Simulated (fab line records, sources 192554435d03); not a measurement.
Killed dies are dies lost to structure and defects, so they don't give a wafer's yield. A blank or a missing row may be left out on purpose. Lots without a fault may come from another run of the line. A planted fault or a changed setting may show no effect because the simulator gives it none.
Split-lot experiment | flow n5_finfet | 7 lots, 21 wafers read, on a route of 1938 steps

THE SPLIT
At N5_BEOL_M0_ETCH_128 (etches SiCN in CF4/N2, target depth 12 nm, overetch 5.1 nm, time 21.4 s), the setting source_w was moved away from the recipe's 430 W on 4 of the 21 wafers read, by +11.8% to +15.2%. The other wafers ran this setting at the recipe's value.

The reading is taken at the split's own step.

THE READING
rf_vpp_V, in V, at N5_BEOL_M0_ETCH_128 (etches SiCN in CF4/N2, target depth 12 nm, overetch 5.1 nm, time 21.4 s). Fault-free wafers of this fab line usually give 382.7 V, standard deviation 1.7 V.

wafer  | tool, chamber at the split | source_w as run, W | against the recipe | rf_vpp_V, V | against lot-mates on the recipe
L077.1 | rie_diel-02, 2             | 430                | recipe             | 382.0       | -
L077.2 | rie_diel-02, 0             | 430                | recipe             | 382.4       | -
L077.5 | rie_diel-02, 2             | 430                | recipe             | 380.7       | -
L078.1 | rie_diel-04, 2             | 430                | recipe             | 383.4       | -
L078.5 | rie_diel-04, 2             | 430                | recipe             | 381.6       | -
L078.6 | rie_diel-04, 1             | 430                | recipe             | 385.1       | -
L081.3 | rie_diel-04, 3             | 430                | recipe             | 385.1       | -
L081.4 | rie_diel-04, 2             | 430                | recipe             | 382.6       | -
L081.5 | rie_diel-04, 0             | 430                | recipe             | 380.8       | -
L083.1 | rie_diel-04, 3             | 495.5              | +15.2%             | 365.9       | -17.8
L083.3 | rie_diel-04, 2             | 495.5              | +15.2%             | 365.3       | -18.4
L083.4 | rie_diel-04, 3             | 430                | recipe             | 383.7       | -
L087.2 | rie_diel-04, 1             | 430                | recipe             | 385.9       | -
L087.3 | rie_diel-04, 2             | 430                | recipe             | 382.3       | -
L087.4 | rie_diel-04, 0             | 480.9              | +11.8%             | 367.6       | -16.5
L091.3 | rie_diel-04, 0             | 430                | recipe             | 380.7       | -
L091.4 | rie_diel-04, 2             | 430                | recipe             | 383.2       | -
L091.6 | rie_diel-04, 3             | 430                | recipe             | 383.1       | -
L096.2 | rie_diel-01, 1             | 430                | recipe             | 383.2       | -
L096.3 | rie_diel-01, 3             | 430                | recipe             | 382.3       | -
L096.5 | rie_diel-01, 0             | 487.9              | +13.5%             | 368.4       | -14.4

THE FIT
A straight line over all 21 wafers: rf_vpp_V changes by -1.14 V for each +1% of source_w; r = -0.98; the points scatter about the line by 1.5 V.
The same after taking each lot's own level away (the mean of its wafers on the recipe; 21 wafers): -1.2 V for each +1%; r = -0.98; scatter 1.4 V.
On that fit, the largest move of source_w shifts the reading by 18 V.
The lots' own levels span 381.70 to 384.10 V, that is 1.4 times the standard deviation above.
So the lot-to-lot level changes the slope little: the two slopes agree.
Check: with one of the wafers moved furthest among these (+15.2%) left out of the fit, the line predicts -18.4 V for it against its lot-mates. It came out at -17.8 V against them.
Tool readings at the split's step, against how far the setting was moved: rf_vpp_V r = -0.98.

OTHER SPLITS ON THESE WAFERS
These wafers also went through other splits before the reading. Each is held against what the fit with the lots' levels taken away leaves over:
other split on the same wafers        | wafers away from the commonest value | r with rf_vpp_V (lot level and that fit taken away)
N5_SD_ACTIVATION_LSA_01 temp_c        | 5                                    | -0.07
N5_SDB_ALD_29 ald_cycles              | 8                                    | -0.11
N5_MOL_CONTACT_COAG_COAT_58 spin_rpm  | 7                                    | +0.00
N5_MOL_CONTACT_COAG_EXPOSE_37 dose_mj | 7                                    | +0.02
N5_BEOL_M0_SAQP_DESCUM_19 time_s      | 6                                    | -0.25

THE FILE'S OWN FIT
rf_vpp_V changes by -1.2 V for each +1% of source_w, r = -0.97.
